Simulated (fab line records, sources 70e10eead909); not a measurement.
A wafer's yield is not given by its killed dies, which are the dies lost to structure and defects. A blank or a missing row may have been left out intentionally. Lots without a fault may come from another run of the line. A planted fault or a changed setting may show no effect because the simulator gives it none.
Struck lot and sound lot, side by side ; flow nandHarc ; 16 steps out of a route of 1302
Sound: the wafers L961.2, L961.3, L961.5. Struck: wafers L980.1, L980.6 (left out: L980.4, a lot-mate that was not struck); the cause follows at the end.
At each step with rows: each side's tool, then ch and its chambers, then its first start. Under that, the readings that differ: sound wafers ; struck wafers ; difference of the means ; sigmas: that difference in standard deviations of wafers without a fault.
alike: a reading whose means differ by less than 2 such deviations, as well as words and numbers matching on both sides. not compared: withheld readings; readings where some wafer has no value; bounds like >300 that might hide an equal value; numbers whose values overlap and for which the record gives no deviation.
A row with sigmas, a row that says differs or no value, or rows on one side alone: a step with any of these is where the two part. Numbers that have no deviation but don't overlap get no sigmas and don't part them. Lack of a reading on every wafer of one side parts them only where that side has two or more wafers.

first, 5 steps without rows for these wafers: NHARC_P_STI_SOFTBAKE_04 (time 70 s); NHARC_P_STI_EBR_05; NHARC_P_STI_EXPOSE_06 (exposes mask P STI, target cd 200 nm); NHARC_P_STI_PEB_07 (peb time 80 s); NHARC_P_STI_DEVELOP_08 (time 50 s).
NHARC_P_STI_CD_MEAS_09: the cd target is 200 nm.
  sound on cdSem-02 ch 0, day 4 14:03; struck on cdSem-03 ch 0, day 12 12:31
  alike: cdNm
NHARC_P_STI_OVL_MEAS_10:
  struck on overlay-02, day 12 12:37; sound on overlay-01, day 4 14:08
  alike: overlayXNm, overlayYNm
NHARC_P_STI_INSPECT_11:
  struck on defectInspect-01, day 12 12:39; sound on defectInspect-01, day 4 14:10
  alike: rawDefectCount
then, 1 step without rows for these wafers: NHARC_P_STI_HARDBAKE_13 (time 65 s).
NHARC_P_STI_DESCUM_14: chemistry O2, time 3 s.
  sound on rieDiel-12 ch 1,2,3, day 4 14:19; struck on rieDiel-08 ch 1,3, day 12 12:47
  alike: chamberPressureMTorr, drypumpMotorCurrentA, oesProductAu, rfVppV, showerheadPlenumPTorr, throttleValvePct
  not compared: rfHoursCounterH
NHARC_P_STI_ETCH_42: etches the open film in N2/H2, target depth 80 nm, overetch 24 nm, time 61 s.
  sound on rieDiel-12 ch 1,3, day 4 14:23; struck on rieDiel-08 ch 1,2, day 12 12:52
  alike: chamberPressureMTorr, drypumpMotorCurrentA, n2FlowSccm, oesProductAu, rfVppV, showerheadPlenumPTorr, throttleValvePct
  not compared: rfHoursCounterH
NHARC_P_STI_ETCH_31: etches the open film in CF4/CHF3, target depth 108.9 nm, time 54.5 s.
  sound: rieDiel-12 ch 0,2,3; struck: rieDiel-08 ch 0,3
  alike: chamberPressureMTorr, drypumpMotorCurrentA, oesProductAu, rfVppV, showerheadPlenumPTorr, throttleValvePct
  not compared: rfHoursCounterH
NHARC_P_STI_ETCH_15: etches the open film in HBr/Cl2, target depth 300 nm, time 100.1 s.
  sound on rieSi-04 ch 0,1, day 4 14:35; struck on rieSi-01 ch 2, day 12 13:04
reading;sound;struck;difference;sigmas
oesProductAu (a.u.);1.009 0.999 1.001;0.748 0.746;-0.256;-37
model.P_STI.featureDepthNm (nm);303.4 298.7 302.9;178.6 177.5;-123.6;
  alike: chamberPressureMTorr, drypumpMotorCurrentA, throttleValvePct
  not compared: rfHoursCounterH
NHARC_P_STI_CD_MEAS_16:
  struck on cdSem-03, day 12 13:13; sound on cdSem-02, day 4 14:45
  alike: cdNm
NHARC_P_STI_OCD_MEAS_17:
  struck on ocd-02, day 12 13:19; sound on ocd-01, day 4 14:50
reading;sound;struck;difference;sigmas
trenchDepthNm (nm);303.1 298.2 303.1;178.7 177.7;-123.3;-46
trenchFootCdNm (nm);157.7 158.8 158.9;171.5 172.4;+13.5;+8
then, 1 step without rows for these wafers: NHARC_P_STI_STRIP_19 (strips in SPM, time 900 s).

WHERE THEY PART
Last at NHARC_P_STI_OCD_MEAS_17 as far as this record goes, first at NHARC_P_STI_ETCH_15.

WHY: the cause the simulator had injected
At NHARC_P_STI_ETCH_15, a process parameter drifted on rieSi-01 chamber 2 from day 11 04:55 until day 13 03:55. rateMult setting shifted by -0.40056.
